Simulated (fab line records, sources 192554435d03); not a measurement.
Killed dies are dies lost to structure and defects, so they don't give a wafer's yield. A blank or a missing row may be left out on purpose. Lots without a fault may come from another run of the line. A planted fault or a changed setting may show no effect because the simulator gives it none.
Chamber matching | flow n5_finfet | N5_SDB_DESCUM_16 on rie_diel-06: 4 sister chambers
The step chemistry O2, time 7.9 s. 18 wafers are shown with their chamber, then 9 later ones without.

WAFERS WITH THEIR CHAMBER
wafer  | chamber | drypump_motor_current_A (A) | showerhead_plenum_p_Torr (Torr) | throttle_valve_pct (%)
L074.1 | 3       | 5.7                         | 2.17                            | 20.84
L074.4 | 1       | 6.3                         | 2.24                            | 20.49
L074.5 | 3       | 5.7                         | 2.17                            | 20.83
L075.2 | 3       | 5.7                         | 2.17                            | 20.85
L075.4 | 2       | 5.8                         | 2.09                            | 20.61
L075.6 | 3       | 5.7                         | 2.17                            | 20.85
L081.2 | 0       | 4.8                         | 2.22                            | 20.54
L081.3 | 2       | 5.8                         | 2.08                            | 20.61
L081.4 | 1       | 6.3                         | 2.24                            | 20.52
L085.1 | 0       | 4.8                         | 2.22                            | 20.56
L085.3 | 1       | 6.3                         | 2.23                            | 20.49
L085.5 | 0       | 4.8                         | 2.22                            | 20.57
L088.1 | 1       | 6.2                         | 2.23                            | 20.53
L088.4 | 3       | 5.7                         | 2.16                            | 20.88
L088.6 | 1       | 6.2                         | 2.23                            | 20.53
L092.1 | 0       | 4.8                         | 2.21                            | 20.57
L092.2 | 2       | 5.8                         | 2.07                            | 20.66
L092.4 | 3       | 5.7                         | 2.16                            | 20.89

SIGNATURES (means of the wafers above)
reading                  | chamber 0 | chamber 1 | chamber 2 | chamber 3 | scatter within a chamber
drypump_motor_current_A  | 4.800     | 6.260     | 5.800     | 5.700     | 0.0293
showerhead_plenum_p_Torr | 2.2175    | 2.2340    | 2.0800    | 2.1667    | 0.00614
throttle_valve_pct       | 20.5600   | 20.5120   | 20.6267   | 20.8567   | 0.0218
Rule: a wafer's distance from a chamber is the root of the sum, over the readings, of the square of ((its reading less the chamber's mean) divided by the reading's scatter). The wafer belongs to the nearest chamber; if the next one is less than 2 further off, it can't be placed. The scatter: the root of (the sum of the squares of (reading less its chamber's mean) over the shown wafers, divided by (wafers less chambers)).

WAFERS WITHOUT THEIR CHAMBER
wafer  | drypump_motor_current_A (A) | showerhead_plenum_p_Torr (Torr) | throttle_valve_pct (%)
L093.1 | 5.8                         | 2.07                            | 20.66
L093.3 | 5.7                         | 2.16                            | 20.90
L093.4 | 6.2                         | 2.23                            | 20.55
L096.1 | 5.8                         | 2.07                            | 20.65
L096.4 | 6.3                         | 2.23                            | 20.57
L096.5 | 4.8                         | 2.21                            | 20.61
L097.1 | 4.8                         | 2.21                            | 20.59
L097.3 | 5.7                         | 2.15                            | 20.92
L097.5 | 5.7                         | 2.15                            | 20.91

WHICH CHAMBER EACH WENT THROUGH
wafer  | from the rows above | in truth
L093.1 | 2                   | 2
L093.3 | 3                   | 3
L093.4 | 1                   | 1
L096.1 | 2                   | 2
L096.4 | 1                   | 1
L096.5 | 0                   | 0
L097.1 | 0                   | 0
L097.3 | 3                   | 3
L097.5 | 3                   | 3
Placed correctly: 9 of 9. Can't be placed from these rows: 0. Placed wrongly: 0.
